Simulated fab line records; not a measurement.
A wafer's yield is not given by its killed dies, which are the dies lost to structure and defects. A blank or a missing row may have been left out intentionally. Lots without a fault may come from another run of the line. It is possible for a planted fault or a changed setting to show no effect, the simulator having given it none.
Which tool is to blame?    flow nandHarc    18 wafers from 6 lots sampled at 4 of the route's 1159 steps

## WHAT THE GAUGES READ, wafer by wafer
NHARC_END_SORT_01.
lot   measured      on         killedAtArray
L519  day 19 10:26  prober-02  25 24 22
L523  day 20 03:07  prober-01  11 8 18
L530  day 22 08:11  prober-01  31 33 28
L533  day 23 12:30  prober-01  29 25 20
L538  day 25 06:07  prober-02  19 21 22
L540  day 24 20:26  prober-02  17 20 19

## TOOL THAT RAN EACH LOT (tool first, then ch and the chambers of the sampled wafers, then the start)
lot   NHARC_P_BONDPAD_ETCH_37            NHARC_P_BONDPAD_PVD_17       NHARC_P_BONDPAD_PVD_27
L519  rieDiel-04 ch 0,2,3, day 6 20:40   pvdSputter-02, day 6 21:41   pvdSputter-02, day 19 10:26 or earlier
L523  rieDiel-04 ch 2,3, day 7 23:26     pvdSputter-02, day 8 00:25   pvdSputter-02, day 20 03:07 or earlier
L530  rieDiel-02 ch 0,1,2, day 9 19:16   pvdSputter-02, day 9 20:13   pvdSputter-02, day 22 08:11 or earlier
L533  rieDiel-04 ch 1,3, day 10 11:11    pvdSputter-03, day 10 12:09  pvdSputter-03, day 23 12:30 or earlier
L538  rieDiel-13 ch 1,2, day 12 00:07    pvdSputter-02, day 12 01:07  pvdSputter-02, day 25 06:07 or earlier
L540  rieDiel-04 ch 0,2,3, day 12 01:27  pvdSputter-03, day 12 02:25  pvdSputter-03, day 24 20:26 or earlier
- NHARC_P_BONDPAD_ETCH_37: etches the open film in N2/H2, target depth 60 nm, overetch 18 nm, time 65.91 s.
- NHARC_P_BONDPAD_PVD_17: deposits TaN, target thk 5 nm, time 8.06 s.
- NHARC_P_BONDPAD_PVD_27: deposits Cu, target thk 30 nm, time 20.49 s.

## THE ANSWER, worked out from the rows above alone
Rule: the usual values come from the lots themselves. The widest of any qualifying gaps counts: lots, ordered by their means at a reading, are off when they make up no more than a third of the lots, leave a main group of 4 or more, and stand apart from it by 3 or more times the standard deviation of that group's means. The tables above print the reading to a certain number of digits; a main group whose means all agree to those digits is not used. A lot without any number at a reading at which 4 lots or more have one is off too. The other lots that the step has rows for count as sound.
Nothing can be told from this: no lot is off at any reading shown.

## WHAT THE SIMULATOR HAD INSERTED
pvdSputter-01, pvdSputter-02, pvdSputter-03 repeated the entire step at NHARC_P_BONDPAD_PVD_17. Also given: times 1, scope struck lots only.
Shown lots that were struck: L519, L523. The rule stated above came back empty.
